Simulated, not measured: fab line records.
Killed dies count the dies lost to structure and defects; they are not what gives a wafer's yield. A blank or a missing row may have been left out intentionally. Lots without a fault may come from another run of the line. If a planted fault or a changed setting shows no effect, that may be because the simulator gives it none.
A lot that was struck, set against a sound lot	flow nand harc	17 steps out of a route of 1159
Sound: wafers L714.2, L714.5, L714.6. Struck: wafers L705.2, L705.4, L705.6. Last of all comes the cause.
At each step with rows: each side's tool, then ch and its chambers, then its first start. Under that, the readings that differ: sound wafers	struck wafers	difference of the means	sigmas: that difference in standard deviations of wafers without a fault.
alike: words and numbers the same on both sides, and readings whose means are apart by under 2 such deviations; not compared: readings that were withheld, readings missing a value for some wafer, numbers with overlapping values and no deviation given by the record, and bounds like >300 which may hide the same value.
Wherever a step has rows on one side only, a row that says differs or no value, or a row with sigmas, the two part there. Non-overlapping numbers with no deviation appear without sigmas and do not part them. A reading missing from all wafers of one side parts the sides only when that side holds two or more wafers.

NHARC_A_STAIRCASE_CMP_472: polishes SiO2.
  sound on cmp-02 ch 0,1,2, day 18 10:43; struck on cmp-03 ch 0,1,3, day 16 08:14
  alike: motor current A, retaining ring pressure frac
then, 1 step without rows for these wafers: NHARC_A_STAIRCASE_SRD_474.
NHARC_A_STAIRCASE_INSPECT_155:
  sound: defect inspect-01 at day 18 11:01; struck: defect inspect-01 at day 16 08:35
  alike: raw defect count
NHARC_A_SGD_CUT_DEP_00: deposits SiNx, target thk 50 nm.
  sound on pecvd-02 ch 0,1,2, day 18 11:05; struck on pecvd-02 ch 0,2, day 16 08:41
  alike: heater power w
then, 7 steps without rows for these wafers: NHARC_A_SGD_CUT_DEHYDRATE_01 (time 120 s); NHARC_A_SGD_CUT_HMDS_02 (time 30 s); NHARC_A_SGD_CUT_COAT_56 (time 75 s); NHARC_A_SGD_CUT_COAT_57 (time 65 s); NHARC_A_SGD_CUT_COAT_03 (resist thk 90 nm); NHARC_A_SGD_CUT_SOFTBAKE_04 (time 55 s); NHARC_A_SGD_CUT_EBR_05.
NHARC_A_SGD_CUT_EXPOSE_06: exposes mask SGD.
  sound on arfi scanner-03 ch 0, day 18 11:40; struck on arfi scanner-02 ch 0, day 16 09:07
reading	sound	struck	difference	sigmas
exposure dose mJ cm2	85.54 85.61 85.55	93.47 93.43 93.45	+7.88	+99 or more
  alike: mask
then, 2 steps without rows for these wafers: NHARC_A_SGD_CUT_PEB_07 (peb time 65 s); NHARC_A_SGD_CUT_DEVELOP_08 (develop time 35 s).
NHARC_A_SGD_CUT_CD_MEAS_09 targets a cd of 100 nm.
  sound on cd sem-02 ch 0, day 18 11:49; struck on cd sem-02 ch 0, day 16 09:15
reading	sound	struck	difference	sigmas
cd nm (nm)	99.9 100.1 100.1	105.9 105.7 106.2	+5.9	+12
NHARC_A_SGD_CUT_OVL_MEAS_10:
  sound: overlay-02 at day 18 11:54; struck: overlay-02 at day 16 09:20
reading	sound	struck	difference	sigmas
overlay y nm (nm)	-2.1 -2.1 -1.9	0.5 -0.1 0.4	+2.3	+2
  alike: overlay x nm
NHARC_END_SORT_01:
  the record has rows for the sound wafers here (prober-02 ch 0, day 24 03:25) and none for the struck ones

WHERE THEY PART
First at NHARC_A_SGD_CUT_EXPOSE_06; last, within this record, at NHARC_END_SORT_01.

WHY: whatever the simulator had introduced
Drift in process parameters on arfi scanner-02 at NHARC_A_SGD_CUT_EXPOSE_06, starting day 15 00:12. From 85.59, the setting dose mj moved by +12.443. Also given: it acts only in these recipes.
